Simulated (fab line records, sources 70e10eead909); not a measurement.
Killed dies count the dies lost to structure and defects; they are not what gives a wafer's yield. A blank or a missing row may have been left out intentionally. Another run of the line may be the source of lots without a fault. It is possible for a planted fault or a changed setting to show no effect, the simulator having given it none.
Chamber matching / flow nand harc / NHARC_A_STAIRCASE_TRIM_229 on rie diel-01 has 4 sister chambers
The step chemistry O2, time 211.2 s. 20 wafers are shown with their chamber, then 10 later ones without.

## EACH WAFER AND ITS CHAMBER
wafer=L074.2; chamber=0; showerhead plenum p Torr (Torr)=3.33; drypump motor current A (A)=6.7; oes product au (a.u.)=0.988
wafer=L074.5; chamber=0; showerhead plenum p Torr (Torr)=3.33; drypump motor current A (A)=6.7; oes product au (a.u.)=1.000
wafer=L074.6; chamber=1; showerhead plenum p Torr (Torr)=3.51; drypump motor current A (A)=6.1; oes product au (a.u.)=0.998
wafer=L075.3; chamber=1; showerhead plenum p Torr (Torr)=3.51; drypump motor current A (A)=6.1; oes product au (a.u.)=1.000
wafer=L075.4; chamber=3; showerhead plenum p Torr (Torr)=3.49; drypump motor current A (A)=6.3; oes product au (a.u.)=1.003
wafer=L075.6; chamber=2; showerhead plenum p Torr (Torr)=3.48; drypump motor current A (A)=6.1; oes product au (a.u.)=1.001
wafer=L078.1; chamber=2; showerhead plenum p Torr (Torr)=3.48; drypump motor current A (A)=6.2; oes product au (a.u.)=1.012
wafer=L078.2; chamber=0; showerhead plenum p Torr (Torr)=3.33; drypump motor current A (A)=6.7; oes product au (a.u.)=1.000
wafer=L078.3; chamber=1; showerhead plenum p Torr (Torr)=3.50; drypump motor current A (A)=6.0; oes product au (a.u.)=1.014
wafer=L080.1; chamber=3; showerhead plenum p Torr (Torr)=3.48; drypump motor current A (A)=6.3; oes product au (a.u.)=1.011
wafer=L080.2; chamber=2; showerhead plenum p Torr (Torr)=3.47; drypump motor current A (A)=6.2; oes product au (a.u.)=1.004
wafer=L080.5; chamber=0; showerhead plenum p Torr (Torr)=3.33; drypump motor current A (A)=6.7; oes product au (a.u.)=1.008
wafer=L079.2; chamber=2; showerhead plenum p Torr (Torr)=3.47; drypump motor current A (A)=6.2; oes product au (a.u.)=0.994
wafer=L079.4; chamber=0; showerhead plenum p Torr (Torr)=3.32; drypump motor current A (A)=6.7; oes product au (a.u.)=1.009
wafer=L079.5; chamber=2; showerhead plenum p Torr (Torr)=3.47; drypump motor current A (A)=6.2; oes product au (a.u.)=1.017
wafer=L082.1; chamber=2; showerhead plenum p Torr (Torr)=3.47; drypump motor current A (A)=6.2; oes product au (a.u.)=1.002
wafer=L082.2; chamber=1; showerhead plenum p Torr (Torr)=3.50; drypump motor current A (A)=6.1; oes product au (a.u.)=1.012
wafer=L082.6; chamber=3; showerhead plenum p Torr (Torr)=3.48; drypump motor current A (A)=6.3; oes product au (a.u.)=1.022
wafer=L083.2; chamber=2; showerhead plenum p Torr (Torr)=3.47; drypump motor current A (A)=6.2; oes product au (a.u.)=1.000
wafer=L083.5; chamber=3; showerhead plenum p Torr (Torr)=3.48; drypump motor current A (A)=6.3; oes product au (a.u.)=1.018

SIGNATURES (averages over the wafers above)
reading=showerhead plenum p Torr; chamber 0=3.3280; chamber 1=3.5050; chamber 2=3.4729; chamber 3=3.4825; scatter within a chamber=0.00499
reading=drypump motor current A; chamber 0=6.700; chamber 1=6.075; chamber 2=6.186; chamber 3=6.300; scatter within a chamber=0.0317
reading=oes product au; chamber 0=1.00100; chamber 1=1.00600; chamber 2=1.00429; chamber 3=1.01350; scatter within a chamber=0.00812
Rule: for each reading, subtract the chamber's mean from the wafer's reading, divide by that reading's scatter and square the result; add these up over the readings and take the root, which gives the wafer's distance from the chamber. If the next closest chamber is less than 2 further off than the closest, the wafer can't be placed; otherwise it belongs to the closest. How the scatter is found: for the shown wafers, subtract from each reading the mean of its chamber, square and add these, divide the total by (wafers less chambers), then take the root.

## WAFERS WITH NO CHAMBER GIVEN
wafer=L083.6; showerhead plenum p Torr (Torr)=3.32; drypump motor current A (A)=6.7; oes product au (a.u.)=1.001
wafer=L086.2; showerhead plenum p Torr (Torr)=3.47; drypump motor current A (A)=6.1; oes product au (a.u.)=1.005
wafer=L086.3; showerhead plenum p Torr (Torr)=3.49; drypump motor current A (A)=6.1; oes product au (a.u.)=1.007
wafer=L086.5; showerhead plenum p Torr (Torr)=3.49; drypump motor current A (A)=6.1; oes product au (a.u.)=1.005
wafer=L089.1; showerhead plenum p Torr (Torr)=3.46; drypump motor current A (A)=6.2; oes product au (a.u.)=1.005
wafer=L089.5; showerhead plenum p Torr (Torr)=3.47; drypump motor current A (A)=6.4; oes product au (a.u.)=0.997
wafer=L089.6; showerhead plenum p Torr (Torr)=3.46; drypump motor current A (A)=6.2; oes product au (a.u.)=1.005
wafer=L090.2; showerhead plenum p Torr (Torr)=3.47; drypump motor current A (A)=6.4; oes product au (a.u.)=1.010
wafer=L090.3; showerhead plenum p Torr (Torr)=3.46; drypump motor current A (A)=6.2; oes product au (a.u.)=0.993
wafer=L090.6; showerhead plenum p Torr (Torr)=3.31; drypump motor current A (A)=6.7; oes product au (a.u.)=1.010

## WHICH CHAMBER EACH ONE RAN IN
wafer=L083.6; from the rows above=0; in truth=0
wafer=L086.2; from the rows above=2; in truth=2
wafer=L086.3; from the rows above=can't be placed: 1 or 2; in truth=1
wafer=L086.5; from the rows above=can't be placed: 1 or 2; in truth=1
wafer=L089.1; from the rows above=2; in truth=2
wafer=L089.5; from the rows above=3; in truth=3
wafer=L089.6; from the rows above=2; in truth=2
wafer=L090.2; from the rows above=3; in truth=3
wafer=L090.3; from the rows above=2; in truth=2
wafer=L090.6; from the rows above=0; in truth=0
Correct placement for 8 of the 10. Unplaceable from these rows: 2, with the true chamber sitting among the candidates in 2. 0 placed wrongly.
